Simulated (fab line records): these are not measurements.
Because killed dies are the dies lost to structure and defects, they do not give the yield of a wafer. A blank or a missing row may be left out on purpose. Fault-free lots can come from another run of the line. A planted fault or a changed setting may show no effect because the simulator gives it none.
Which of the tools did it? | flow n5 finfet | 24 lots, 72 wafers sampled, at 3 steps of a route of 1938

## WHAT EACH GAUGE READ, for each wafer
N5_BEOL_M8_OCD_MEAS_38. Usual: trench depth nm 93.9 nm, standard deviation 1.3.
lot  | measured     | on     | trench depth nm (nm) | flag
L074 | day 10 13:57 | ocd-02 | 93.0 96.1 95.2       |
L076 | day 11 04:31 | ocd-01 | 94.5 91.9 93.1       |
L075 | day 11 04:26 | ocd-02 | 94.4 93.2 93.8       |
L078 | day 12 01:23 | ocd-01 | 92.7 94.7 95.5       |
L077 | day 12 02:28 | ocd-02 | 95.6 95.4 94.9       |
L079 | day 12 02:09 | ocd-01 | 96.8 92.4 92.8       |
L081 | day 12 01:47 | ocd-02 | 95.5 93.1 92.0       |
L080 | day 12 03:58 | ocd-01 | 94.2 93.8 93.5       |
L083 | day 13 04:14 | ocd-02 | 95.0 94.8 94.7       |
L082 | day 13 10:59 | ocd-02 | 94.9 94.2 94.2       |
L084 | day 13 13:37 | ocd-02 | 96.8 94.7 96.6       |
L086 | day 13 20:14 | ocd-02 | 94.7 94.4 93.8       |
L085 | day 13 20:34 | ocd-01 | 96.8 94.0 94.0       |
L089 | day 14 02:37 | ocd-02 | 93.4 92.3 92.8       |
L087 | day 14 04:35 | ocd-01 | 95.7 93.2 93.4       |
L088 | day 14 19:29 | ocd-01 | 93.6 93.3 93.2       |
L091 | day 14 21:57 | ocd-01 | 94.0 93.5 95.9       |
L090 | day 14 22:56 | ocd-02 | 96.3 93.9 93.7       |
L092 | day 15 04:26 | ocd-01 | 93.2 95.7 94.6       |
L093 | day 15 04:28 | ocd-02 | 94.7 92.2 93.5       |
L094 | day 15 19:41 | ocd-01 | 93.6 94.2 93.9       |
L095 | day 16 14:23 | ocd-01 | 94.0 94.6 94.2       |
L096 | day 16 16:20 | ocd-01 | 94.7 92.9 93.5       |
L097 | day 17 06:53 | ocd-01 | 91.7 91.6 91.6       |

## TOOL THAT RAN EACH LOT (tool first, then ch and the chambers of the sampled wafers, then the start)
lot  | N5_BEOL_M8_STRIP_19                | N5_BEOL_M8_TRENCH_ETCH_37
L074 | rie diel-04 ch 0,1, day 10 10:48   | rie diel-03 ch 1,2, day 10 13:57 or earlier
L076 | rie diel-01 ch 2,3, day 11 01:41   | rie diel-03 ch 0,2, day 11 04:31 or earlier
L075 | rie diel-01 ch 0,1, day 11 02:20   | rie diel-04 ch 0,1,2, day 11 04:26 or earlier
L078 | rie diel-01 ch 0,1,3, day 11 20:44 | rie diel-03 ch 1,2, day 12 01:23 or earlier
L077 | rie diel-01 ch 1,2,3, day 11 21:02 | rie diel-01 ch 1,3, day 12 02:28 or earlier
L079 | rie diel-03 ch 1,2, day 11 21:09   | rie diel-04 ch 0,1,3, day 12 02:09 or earlier
L081 | rie diel-04 ch 1,3, day 11 21:10   | rie diel-03 ch 0,3, day 12 01:47 or earlier
L080 | rie diel-03 ch 0,1, day 12 02:13   | rie diel-01 ch 2,3, day 12 03:58 or earlier
L083 | rie diel-04 ch 0,1, day 13 03:02   | rie diel-01 ch 1,2,3, day 13 04:14 or earlier
L082 | rie diel-01 ch 1,2, day 13 07:41   | rie diel-01 ch 2,3, day 13 10:59 or earlier
L084 | rie diel-04 ch 0,2, day 13 12:34   | rie diel-04 ch 0,3, day 13 13:37 or earlier
L086 | rie diel-04 ch 0,2,3, day 13 19:08 | rie diel-01 ch 0,1,3, day 13 20:14 or earlier
L085 | rie diel-04 ch 0,2,3, day 13 19:19 | rie diel-04 ch 0,2,3, day 13 20:34 or earlier
L089 | rie diel-04 ch 2,3, day 14 00:44   | rie diel-04 ch 0,2, day 14 02:37 or earlier
L087 | rie diel-01 ch 0,1,3, day 14 03:16 | rie diel-04 ch 0,2,3, day 14 04:35 or earlier
L088 | rie diel-03 ch 1,3, day 14 18:19   | rie diel-03 ch 0,1, day 14 19:29 or earlier
L091 | rie diel-04 ch 1,2,3, day 14 20:43 | rie diel-04 ch 1,2,3, day 14 21:57 or earlier
L090 | rie diel-04 ch 0,1, day 14 21:08   | rie diel-03 ch 0,1,2, day 14 22:56 or earlier
L092 | rie diel-01 ch 0,1,2, day 15 02:17 | rie diel-03 ch 0,1,2, day 15 04:26 or earlier
L093 | rie diel-03 ch 1,2, day 15 02:19   | rie diel-04 ch 0,1,2, day 15 04:28 or earlier
L094 | rie diel-01 ch 1,3, day 15 16:34   | rie diel-01 ch 1,2, day 15 19:41 or earlier
L095 | rie diel-01 ch 1,2, day 16 12:00   | rie diel-01 ch 0,2,3, day 16 14:23 or earlier
L096 | rie diel-01 ch 1,3, day 16 14:31   | rie diel-04 ch 0,3, day 16 16:20 or earlier
L097 | rie diel-01 ch 0,2, day 17 05:55   | rie diel-04 ch 0,1,2, day 17 06:53 or earlier
- N5_BEOL_M8_STRIP_19: strips in O2.
- N5_BEOL_M8_TRENCH_ETCH_37: etches SiCOH lowk in C4F6/O2, target depth 93.478 nm, time 31.2 s.

## AS READ BY THE TOOLS THEMSELVES (means over the sampled wafers that have a number; for cases with no such wafer, the mark the record gives instead)
N5_BEOL_M8_STRIP_19. Usual: drypump motor current A 5.7 A, standard deviation 0.48; oes product au 0.82 a.u., standard deviation 0.059; rf vpp V 3.7 V, standard deviation 0.62; showerhead plenum p Torr 2.14 Torr, standard deviation 0.08; throttle valve pct 16.61 %, standard deviation 0.13.
lot  | tool        | drypump motor current A (A) | oes product au (a.u.) | rf vpp V (V) | showerhead plenum p Torr (Torr) | throttle valve pct (%) | flag
L074 | rie diel-04 | 5.2                         | 0.87                  | 4.5          | 2.10                            | 16.46                  |
L076 | rie diel-01 | 6.0                         | 0.87                  | 4.1          | 2.11                            | 16.64                  |
L075 | rie diel-01 | 5.3                         | 0.82                  | 3.4          | 2.18                            | 16.58                  |
L078 | rie diel-01 | 5.7                         | 0.83                  | 3.8          | 2.13                            | 16.63                  |
L077 | rie diel-01 | 5.6                         | 0.86                  | 4.1          | 2.16                            | 16.61                  |
L079 | rie diel-03 | 6.1                         | 0.79                  | 3.3          | 2.13                            | 16.72                  |
L081 | rie diel-04 | 5.7                         | 0.90                  | 3.2          | 2.22                            | 16.50                  |
L080 | rie diel-03 | 5.8                         | 0.88                  | 3.5          | 2.09                            | 16.43                  |
L083 | rie diel-04 | 5.2                         | 0.84                  | 3.6          | 2.09                            | 16.52                  |
L082 | rie diel-01 | 5.3                         | 0.85                  | 3.7          | 2.22                            | 16.59                  |
L084 | rie diel-04 | 5.9                         | 0.78                  | 4.1          | 2.08                            | 16.59                  |
L086 | rie diel-04 | 5.8                         | 0.83                  | 3.6          | 2.12                            | 16.59                  |
L085 | rie diel-04 | 5.8                         | 0.82                  | 4.5          | 2.12                            | 16.59                  |
L089 | rie diel-04 | 6.0                         | 0.85                  | 3.0          | 2.18                            | 16.61                  |
L087 | rie diel-01 | 5.7                         | 0.81                  | 3.8          | 2.12                            | 16.67                  |
L088 | rie diel-03 | 5.4                         | 0.72                  | 3.2          | 2.16                            | 16.93                  |
L091 | rie diel-04 | 5.7                         | 0.83                  | 3.9          | 2.18                            | 16.54                  |
L090 | rie diel-04 | 5.2                         | 0.81                  | 4.2          | 2.09                            | 16.54                  |
L092 | rie diel-01 | 5.4                         | 0.80                  | 4.3          | 2.17                            | 16.63                  |
L093 | rie diel-03 | 5.7                         | 0.93                  | 3.3          | 2.22                            | 16.51                  |
L094 | rie diel-01 | 5.9                         | 0.80                  | 4.0          | 2.10                            | 16.73                  |
L095 | rie diel-01 | 5.2                         | 0.81                  | 3.3          | 2.21                            | 16.64                  |
L096 | rie diel-01 | 5.9                         | 0.79                  | 3.4          | 2.09                            | 16.74                  |
L097 | rie diel-01 | 5.5                         | 0.78                  | 4.1          | 2.17                            | 16.65                  |

N5_BEOL_M8_TRENCH_ETCH_37. Usual: drypump motor current A 5.6 A, standard deviation 0.5; oes_f_703_au 0.82 a.u., standard deviation 0.062; oes product au 0.82 a.u., standard deviation 0.066; rf vpp V 668 V, standard deviation 7.5; showerhead plenum p Torr 2.89 Torr, standard deviation 0.11; throttle valve pct 20.88 %, standard deviation 0.17.
lot  | tool        | drypump motor current A (A) | oes_f_703_au (a.u.) | oes product au (a.u.) | rf vpp V (V) | showerhead plenum p Torr (Torr) | throttle valve pct (%) | flag
L074 | rie diel-03 | 6.0                         | 0.78                | 0.79                  | 669          | 2.90                            | 20.98                  |
L076 | rie diel-03 | 5.4                         | 0.78                | 0.78                  | 661          | 2.73                            | 20.93                  |
L075 | rie diel-04 | 5.5                         | 0.82                | 0.83                  | 669          | 2.88                            | 20.71                  |
L078 | rie diel-03 | 6.1                         | 0.77                | 0.78                  | 669          | 2.90                            | 21.00                  |
L077 | rie diel-01 | 5.9                         | 0.84                | 0.84                  | 664          | 2.86                            | 20.98                  |
L079 | rie diel-04 | 5.5                         | 0.86                | 0.86                  | 673          | 2.93                            | 20.80                  |
L081 | rie diel-03 | 5.1                         | 0.78                | 0.77                  | 668          | 2.87                            | 21.03                  |
L080 | rie diel-01 | 6.0                         | 0.84                | 0.85                  | 662          | 2.86                            | 20.94                  |
L083 | rie diel-01 | 5.6                         | 0.84                | 0.85                  | 668          | 2.93                            | 20.93                  |
L082 | rie diel-01 | 6.0                         | 0.83                | 0.83                  | 662          | 2.86                            | 20.95                  |
L084 | rie diel-04 | 5.8                         | 0.86                | 0.88                  | 673          | 2.94                            | 20.95                  |
L086 | rie diel-01 | 5.7                         | 0.81                | 0.81                  | 667          | 2.88                            | 20.93                  |
L085 | rie diel-04 | 5.8                         | 0.81                | 0.83                  | 669          | 2.88                            | 20.88                  |
L089 | rie diel-04 | 5.8                         | 0.77                | 0.77                  | 665          | 2.82                            | 20.81                  |
L087 | rie diel-04 | 5.8                         | 0.81                | 0.82                  | 669          | 2.88                            | 20.89                  |
L088 | rie diel-03 | 5.8                         | 0.85                | 0.84                  | 667          | 2.83                            | 20.71                  |
L091 | rie diel-04 | 5.7                         | 0.81                | 0.82                  | 666          | 2.94                            | 20.78                  |
L090 | rie diel-03 | 5.8                         | 0.88                | 0.90                  | 669          | 2.93                            | 20.78                  |
L092 | rie diel-03 | 5.8                         | 0.88                | 0.88                  | 669          | 2.93                            | 20.79                  |
L093 | rie diel-04 | 5.5                         | 0.79                | 0.79                  | 669          | 2.86                            | 20.76                  |
L094 | rie diel-01 | 5.2                         | 0.81                | 0.81                  | 675          | 2.99                            | 20.94                  |
L095 | rie diel-01 | 5.8                         | 0.78                | 0.79                  | 664          | 2.87                            | 20.95                  |
L096 | rie diel-04 | 5.6                         | 0.81                | 0.81                  | 675          | 2.84                            | 20.96                  |
L097 | rie diel-04 | 5.5                         | 0.77                | 0.76                  | 668          | 2.86                            | 20.78                  |

## THE ANSWER, worked out from the rows above alone
Rule: lot off if the mean of its wafers having a number is beyond 3 standard deviations from the usual mean. Also off: a lot with no number at a reading for which 4 or more lots have one. The other lots that the step has rows for count as sound. First the gauges in route order, then the tools' own readings, where a lot's mean is used as printed above. At the first step where some lot is off, the reading lying furthest off is the one used; lots without a number count as furthest.
No lot is off at any reading shown: from this, nothing can be told.

## WHAT WAS PUT IN BY THE SIMULATOR
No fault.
